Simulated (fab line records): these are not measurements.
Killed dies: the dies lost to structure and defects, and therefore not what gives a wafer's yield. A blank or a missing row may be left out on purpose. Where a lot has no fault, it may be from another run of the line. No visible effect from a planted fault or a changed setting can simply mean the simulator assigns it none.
Matching of chambers    flow nandHarc    rieDiel-01 running NHARC_THIN_TSV_DESCUM_14: 4 sister chambers
The step chemistry O2, time 3 s. 7 wafers are shown with their chamber, then 7 later ones without.

== WAFERS WITH THEIR CHAMBER ==
wafer   chamber  drypumpMotorCurrentA (A)  o2FlowSccm (sccm)
L542.5  3        5.3                       200.7
L545.2  2        6.0                       199.9
L547.3  0        5.5                       200.2
L547.5  2        5.9                       200.2
L547.6  1        6.5                       199.8
L549.3  0        5.5                       200.3
L549.4  1        6.5                       200.1

== WAFERS WHOSE CHAMBER IS MISSING ==
wafer   drypumpMotorCurrentA (A)  o2FlowSccm (sccm)
L549.5  6.5                       199.7
L552.3  5.5                       199.9
L552.4  5.4                       199.5
L552.6  6.5                       199.9
L557.4  5.5                       199.6
L557.5  5.4                       200.5
L557.6  5.9                       199.1

== EACH ONE'S CHAMBER ==
wafer    from the rows above       in truth
L549.5   1                         1
L552.3   0                         0
L552.4   0                         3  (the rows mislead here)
L552.6   1                         1
L557.4   0                         0
L557.5   can't be placed: 3 or 0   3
L557.6   2                         2
Placed correctly: 5 of 7. Not placeable from these rows: 1 (in 1, the candidates include the true chamber). Number placed wrongly: 1.
How it was worked out, from the rows above alone: a wafer's distance from a chamber is the root of the sum, over the readings, of the square of ((its reading less the chamber's mean) divided by the reading's scatter). The wafer belongs to the nearest chamber; if the next one is less than 2 further off, it can't be placed. A chamber's mean is the mean of its shown wafers. The scatter: take each reading less its chamber's mean, square it, sum over the shown wafers, divide by the number of wafers less the number of chambers, and take the root.
